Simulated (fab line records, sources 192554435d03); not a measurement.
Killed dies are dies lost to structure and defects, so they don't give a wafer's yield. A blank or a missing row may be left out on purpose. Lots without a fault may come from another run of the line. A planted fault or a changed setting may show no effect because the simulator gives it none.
Which tool did it? | flow n5_finfet | 9 lots, 27 wafers sampled, at 8 steps of a route of 1938

WHAT THE GAUGES READ, wafer by wafer
N5_BEOL_M1_THK_MEAS_53: measures by xrf. Usual: M1_THK 40.8 nm, standard deviation 1.7.
lot  | measured     | on            | M1_THK (nm)    | flag
L260 | day 6 09:38  | film_metro-02 | 45.0 43.2 42.1 |
L261 | day 6 15:29  | film_metro-02 | 40.4 42.5 43.4 |
L262 | day 6 18:16  | film_metro-01 | 41.7 42.4 41.5 |
L263 | day 7 04:36  | film_metro-02 | 38.2 39.0 39.5 |
L265 | day 7 17:59  | film_metro-01 | 38.7 39.9 40.4 |
L271 | day 9 14:37  | film_metro-01 | 44.3 44.8 43.7 |
L278 | day 10 23:55 | film_metro-02 | 39.2 38.4 39.3 |
L282 | day 12 06:25 | film_metro-01 | 41.1 39.2 37.8 |
L283 | day 12 10:08 | film_metro-01 | 37.8 38.9 39.1 |

N5_BEOL_M1_INSPECT_59: inspects for defects (darkfield). Usual: raw_defect_count 73, standard deviation 22.
lot  | measured     | on                | raw_defect_count | flag
L260 | day 6 09:59  | defect_inspect-01 | 93 45 59         |
L261 | day 6 15:47  | defect_inspect-01 | 78 88 71         |
L262 | day 6 18:34  | defect_inspect-02 | 63 63 60         |
L263 | day 7 04:53  | defect_inspect-02 | 95 70 128        |
L265 | day 7 18:16  | defect_inspect-01 | 58 43 66         |
L271 | day 9 14:55  | defect_inspect-02 | 37 55 59         |
L278 | day 11 00:13 | defect_inspect-02 | 82 83 80         |
L282 | day 12 06:43 | defect_inspect-01 | 1120 63 68       | OFF
L283 | day 12 10:26 | defect_inspect-01 | 81 67 974        | OFF

N5_BEOL_M2_INSPECT_13: inspects for defects (brightfield). Usual: raw_defect_count 439, standard deviation 100.
lot  | measured     | on                | raw_defect_count | flag
L260 | day 6 11:08  | defect_inspect-02 | 605 472 517      |
L261 | day 6 18:04  | defect_inspect-02 | 398 446 386      |
L262 | day 6 19:16  | defect_inspect-01 | 331 398 356      |
L263 | day 7 05:53  | defect_inspect-01 | 478 447 560      |
L265 | day 7 19:30  | defect_inspect-01 | 337 435 444      |
L271 | day 9 16:31  | defect_inspect-01 | 321 348 338      |
L278 | day 11 01:01 | defect_inspect-01 | 470 353 440      |
L282 | day 12 09:18 | defect_inspect-01 | 1413 300 380     |
L283 | day 12 13:06 | defect_inspect-02 | 369 569 1460     | OFF

N5_BEOL_M2_INSPECT_30: inspects for defects (brightfield). Usual: raw_defect_count 442, standard deviation 110.
lot  | measured     | on                | raw_defect_count | flag
L260 | day 6 12:02  | defect_inspect-02 | 588 468 517      |
L261 | day 6 19:05  | defect_inspect-02 | 410 438 381      |
L262 | day 6 20:25  | defect_inspect-02 | 336 407 327      |
L263 | day 7 06:46  | defect_inspect-02 | 463 433 526      |
L265 | day 7 20:23  | defect_inspect-02 | 313 394 423      |
L271 | day 9 17:26  | defect_inspect-01 | 323 361 325      |
L278 | day 11 02:06 | defect_inspect-01 | 464 381 478      |
L282 | day 12 10:34 | defect_inspect-01 | 1467 323 398     |
L283 | day 12 14:40 | defect_inspect-01 | 428 612 1489     | OFF

N5_BEOL_M4_RC_MEAS_101. Usual: DIBL_N 36.5 mV/V, standard deviation 1.8; DIBL_P 36.5 mV/V, standard deviation 2.1; IOFF_N 0.17 nA/um, standard deviation 0.031; IOFF_P 0.22 nA/um, standard deviation 0.036; ION_N 677 uA/um, standard deviation 11; ION_P 463 uA/um, standard deviation 8; SS_N 71.6 mV/dec, standard deviation 0.61; SS_P 73.3 mV/dec, standard deviation 0.63; VT_N 249 mV, standard deviation 3.1; VT_P -250 mV, standard deviation 3.3.
lot  | measured     | on        | DIBL_N (mV/V)  | DIBL_P (mV/V)  | IOFF_N (nA/um) | IOFF_P (nA/um) | ION_N (uA/um) | ION_P (uA/um) | SS_N (mV/dec)  | SS_P (mV/dec)  | VT_N (mV)   | VT_P (mV)      | flag
L260 | day 7 22:33  | prober-02 | 33.8 35.2 33.9 | 32.6 34.7 32.7 | 0.12 0.15 0.13 | 0.15 0.20 0.16 | 655 672 659   | 446 457 447   | 71.0 71.0 70.7 | 72.9 73.3 71.9 | 253 248 253 | -257 -250 -255 |
L261 | day 8 08:12  | prober-01 | 37.0 34.9 37.0 | 37.2 34.1 35.9 | 0.18 0.14 0.17 | 0.21 0.16 0.19 | 689 662 683   | 466 451 453   | 71.7 70.4 71.9 | 73.5 72.6 73.4 | 244 251 248 | -254 -255 -254 |
L262 | day 8 12:54  | prober-01 | 34.9 37.1 34.9 | 36.3 39.6 36.8 | 0.16 0.19 0.16 | 0.17 0.23 0.18 | 684 679 673   | 455 464 457   | 71.6 71.9 71.8 | 73.8 74.0 72.7 | 249 246 249 | -252 -251 -255 |
L263 | day 8 14:43  | prober-02 | 40.8 37.6 37.2 | 41.5 38.2 36.6 | 0.23 0.17 0.15 | 0.26 0.20 0.18 | 683 688 675   | 462 465 454   | 72.8 71.1 71.1 | 74.2 73.7 73.3 | 245 248 251 | -250 -253 -255 |
L265 | day 9 10:14  | prober-01 | 38.5 34.7 36.1 | 38.5 34.7 35.5 | 0.21 0.14 0.15 | 0.26 0.20 0.20 | 694 681 679   | 476 468 469   | 72.0 71.0 71.7 | 73.7 72.8 73.1 | 242 250 250 | -245 -248 -249 |
L271 | day 11 03:36 | prober-02 | 35.7 35.7 38.2 | 35.2 35.7 37.1 | 0.16 0.16 0.19 | 0.19 0.20 0.22 | 669 676 681   | 458 461 461   | 71.8 71.6 71.7 | 72.9 73.1 73.4 | 249 248 249 | -252 -251 -252 |
L278 | day 12 13:29 | prober-02 | 38.7 35.6 38.0 | 39.5 35.4 37.7 | 0.19 0.13 0.17 | 0.25 0.19 0.22 | 680 669 669   | 469 461 460   | 71.8 71.8 72.6 | 73.7 73.0 73.1 | 247 253 249 | -249 -252 -249 |
L282 | day 14 00:46 | prober-02 | 36.9 38.9 35.3 | 37.0 39.9 35.8 | 0.17 0.21 0.16 | 0.25 0.29 0.22 | 673 687 683   | 465 476 472   | 71.8 72.7 71.2 | 73.1 73.8 72.8 | 247 247 250 | -246 -243 -248 |
L283 | day 14 23:12 | prober-01 | 37.0 40.1 38.5 | 35.4 39.8 38.1 | 0.15 0.20 0.18 | 0.20 0.28 0.25 | 662 673 667   | 456 465 461   | 72.7 72.6 71.9 | 72.6 74.4 73.8 | 253 251 248 | -251 -245 -247 |

WHICH TOOL RAN EACH LOT (tool, then ch and the chambers of the sampled wafers, then the start)
lot  | N5_BEOL_M1_ANNEAL_80         | N5_BEOL_M1_ANNEAL_87         | N5_BEOL_M1_CO_CAP_55
L260 | pvd_sputter-01, day 6 07:23  | pvd_sputter-01, day 6 07:50  | cvd_co-02 ch 0,2, day 6 09:46
L261 | pvd_sputter-03, day 6 13:14  | pvd_sputter-03, day 6 13:40  | cvd_co-01 ch 0,1, day 6 15:34
L262 | pvd_sputter-03, day 6 15:59  | pvd_sputter-03, day 6 16:26  | cvd_co-01 ch 0,1,2, day 6 18:20
L263 | pvd_sputter-02, day 7 02:21  | pvd_sputter-02, day 7 02:47  | cvd_co-01 ch 1,2, day 7 04:40
L265 | pvd_sputter-01, day 7 15:44  | pvd_sputter-01, day 7 16:10  | cvd_co-02 ch 0,2, day 7 18:03
L271 | pvd_sputter-03, day 9 12:23  | pvd_sputter-03, day 9 12:49  | cvd_co-01 ch 1,2, day 9 14:42
L278 | pvd_sputter-03, day 10 21:40 | pvd_sputter-03, day 10 22:07 | cvd_co-02 ch 0,2, day 11 00:00
L282 | pvd_sputter-03, day 12 03:53 | pvd_sputter-03, day 12 04:19 | cvd_co-01 ch 0,1,2, day 12 06:29
L283 | pvd_sputter-03, day 12 07:35 | pvd_sputter-03, day 12 08:01 | cvd_co-01 ch 0,2, day 12 10:14
- N5_BEOL_M1_ANNEAL_80: time 240 s.
- N5_BEOL_M1_ANNEAL_87: time 240 s.
- N5_BEOL_M1_CO_CAP_55: material Co, precursor CCTBA/H2, target thk 2 nm, time 102.1 s.

WHAT THE TOOLS THEMSELVES READ (means of the sampled wafers that have a number; where no wafer has one, the mark that the record gives instead)
N5_BEOL_M1_ANNEAL_80. Usual: heater_power_w 837 W, standard deviation 130.
lot  | tool           | heater_power_w (W) | flag
L260 | pvd_sputter-01 | 823                |
L261 | pvd_sputter-03 | 770                |
L262 | pvd_sputter-03 | 766                |
L263 | pvd_sputter-02 | 982                |
L265 | pvd_sputter-01 | 779                |
L271 | pvd_sputter-03 | 804                |
L278 | pvd_sputter-03 | 779                |
L282 | pvd_sputter-03 | 767                |
L283 | pvd_sputter-03 | 797                |

N5_BEOL_M1_ANNEAL_87. Usual: heater_power_w 836 W, standard deviation 120.
lot  | tool           | heater_power_w (W) | flag
L260 | pvd_sputter-01 | 797                |
L261 | pvd_sputter-03 | 777                |
L262 | pvd_sputter-03 | 776                |
L263 | pvd_sputter-02 | 980                |
L265 | pvd_sputter-01 | 787                |
L271 | pvd_sputter-03 | 804                |
L278 | pvd_sputter-03 | 776                |
L282 | pvd_sputter-03 | 769                |
L283 | pvd_sputter-03 | 789                |

N5_BEOL_M1_CO_CAP_55. Usual: heater_power_w 242 W, standard deviation 22.
lot  | tool      | heater_power_w (W) | flag
L260 | cvd_co-02 | 271                |
L261 | cvd_co-01 | 219                |
L262 | cvd_co-01 | 226                |
L263 | cvd_co-01 | 232                |
L265 | cvd_co-02 | 268                |
L271 | cvd_co-01 | 230                |
L278 | cvd_co-02 | 266                |
L282 | cvd_co-01 | 224                |
L283 | cvd_co-01 | 214                |

THE ANSWER, worked out from the rows above alone
Rule: a lot is off if the mean of its wafers that have a number lies more than 3 standard deviations from the usual mean. A lot without any number at a reading at which 4 lots or more have one is off too. The other lots that the step has rows for count as sound. The gauges are gone through in route order, then the tools' own readings, and for those a lot's mean is taken as printed above. The first step at which some lot is off is used, and at that step the reading that is off furthest; a lot without a number counts as furthest.
Off: L282, L283, at N5_BEOL_M1_INSPECT_59 (raw_defect_count).
A tool fits if, at a process step before that reading, it ran every lot that is off, and no sound lot after the first of them. The gauges at N5_BEOL_M1_INSPECT_59 are tried like those tools. Can't be told from this: 3 tools fit, pvd_sputter-03 at N5_BEOL_M1_ANNEAL_80 and N5_BEOL_M1_ANNEAL_87, cvd_co-01 at N5_BEOL_M1_CO_CAP_55, defect_inspect-01 at N5_BEOL_M1_INSPECT_59.

WHAT THE SIMULATOR HAD PUT IN
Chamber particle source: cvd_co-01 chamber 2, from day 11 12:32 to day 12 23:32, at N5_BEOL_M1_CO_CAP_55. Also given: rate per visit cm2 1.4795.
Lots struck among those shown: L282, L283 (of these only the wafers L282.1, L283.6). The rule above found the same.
